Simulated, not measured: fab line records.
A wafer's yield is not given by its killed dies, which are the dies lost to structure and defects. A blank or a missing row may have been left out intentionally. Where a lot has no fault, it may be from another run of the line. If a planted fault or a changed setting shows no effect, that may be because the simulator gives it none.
Struck lot and sound lot, side by side + flow nandHarc + 15 out of 1302 route steps
Sound: the wafers L213.4, L213.5, L213.6. Struck: wafers L223.2, L223.3, L223.6. The cause is named last.
For every step that has rows: the tool of each side, followed by ch and its chambers, followed by its first start. Under that, the readings that differ: sound wafers + struck wafers + difference of the means + sigmas: that difference in standard deviations of wafers without a fault.
alike: readings with means less than 2 such deviations apart, plus words and numbers identical on both sides. not compared: withheld readings, readings lacking a value on some wafer, bounds such as >300 that could conceal the same value, and numbers that have no deviation in the record and whose values overlap.
The two part at a step that has a row with sigmas, a row that says differs or no value, or rows on one side only. Numbers that don't overlap but have no deviation are shown without sigmas and don't part them. A reading missing from all wafers of one side parts the sides only when that side holds two or more wafers.

first, 2 steps without rows for these wafers: NHARC_A_CHANNEL_HOLE_D2_ETCH_20 (etches the open film in C4F8/O2/Ar, time 361.9 s, target depth 1600 nm); NHARC_A_CHANNEL_HOLE_D2_ETCH_21 (etches the open film in C4F8/O2/Ar, time 514.3 s, target depth 1600 nm).
NHARC_A_CHANNEL_HOLE_D2_ETCH_22: etches the open film in C4F8/O2/Ar, time 666.7 s, target depth 1600 nm.
  sound on harEtch-01 ch 0,1, day 14 19:57; struck on harEtch-02 ch 0,1, day 19 10:02
  alike: drypumpMotorCurrentA, oesAirLineAu, showerheadPlenumPTorr, throttleValvePct
  not compared: rfHoursCounterH
then, 1 step without rows for these wafers: NHARC_A_CHANNEL_HOLE_D2_ETCH_23 (etches the open film in C4F8/O2/Ar, time 819 s, target depth 1600 nm).
NHARC_A_CHANNEL_HOLE_D2_ETCH_24: etches the open film in C4F8/O2/Ar, time 906.2 s, target depth 1500 nm.
  sound on harEtch-01 ch 0,1, day 14 21:16; struck on harEtch-02 ch 0,1, day 19 11:17
  alike: drypumpMotorCurrentA, oesAirLineAu, showerheadPlenumPTorr, throttleValvePct
  not compared: rfHoursCounterH
NHARC_A_CHANNEL_HOLE_D2_ETCH_25: etches the open film in C4F8/O2/Ar, time 1040.2 s, target depth 1500 nm.
  sound on harEtch-01 ch 0,1, day 14 22:04; struck on harEtch-02 ch 0,1, day 19 12:03
  alike: drypumpMotorCurrentA, oesAirLineAu, showerheadPlenumPTorr, throttleValvePct
  not compared: rfHoursCounterH
NHARC_A_CHANNEL_HOLE_D2_ETCH_26: etches the open film in C4F8/O2/Ar, time 224.1 s, target depth 300 nm.
  sound on harEtch-01 ch 0,1, day 14 22:44; struck on harEtch-02 ch 0,1, day 19 12:55
  alike: drypumpMotorCurrentA, oesAirLineAu, showerheadPlenumPTorr, throttleValvePct
  not compared: rfHoursCounterH
then, 4 steps without rows for these wafers: NHARC_A_CHANNEL_HOLE_D2_ETCH_27 (etches the open film in C4F8/O2/Ar, time 90 s, target depth 400 nm); NHARC_A_CHANNEL_HOLE_D2_STRIP_41 (strips in N2/H2); NHARC_A_CHANNEL_HOLE_D2_STRIP_42 (strips in CF4/CHF3); NHARC_A_CHANNEL_HOLE_D2_STRIP_43 (strips in O2/COS).
NHARC_A_CHANNEL_HOLE_D2_ETCH_44: etches the open film in CF4/O2, target depth 140 nm, overetch 14 nm, time 77 s.
  sound on rieDiel-09 ch 1,2,3, day 14 23:38; struck on rieDiel-09 ch 1,2, day 19 13:52
  alike: drypumpMotorCurrentA, oes_f_703_au, oesProductAu, rfVppV, showerheadPlenumPTorr, throttleValvePct
  not compared: rfHoursCounterH
NHARC_A_CHANNEL_HOLE_D2_STRIP_28: strips in O2.
  sound on rieDiel-09 ch 1,2,3, day 14 23:49; struck on rieDiel-09 ch 0,2,3, day 19 14:01
  no value came back on the struck wafers for any of 7 readings (biasW (W), chamberPressureMTorr (mTorr) and others); on the sound wafers biasW (W) reads 0 0 0
  not compared: rfHoursCounterH
then, 1 step without rows for these wafers: NHARC_A_CHANNEL_HOLE_D2_PRECLEAN_29 (cleans in SC1).
-- jump in the record: it breaks off in module A_CHANNEL_HOLE_D2 and resumes in module END (first step shown: number 1302 of the route), and 10 days separate the struck wafers' starts before and after --
NHARC_END_SORT_01:
  here the record holds rows for the struck wafers (prober-02 ch 0, day 29 20:08) but none for the sound ones

== WHERE THEY PART ==
At NHARC_A_CHANNEL_HOLE_D2_STRIP_28 first; at NHARC_END_SORT_01 last (within this record only).

WHY: the cause the simulator had injected
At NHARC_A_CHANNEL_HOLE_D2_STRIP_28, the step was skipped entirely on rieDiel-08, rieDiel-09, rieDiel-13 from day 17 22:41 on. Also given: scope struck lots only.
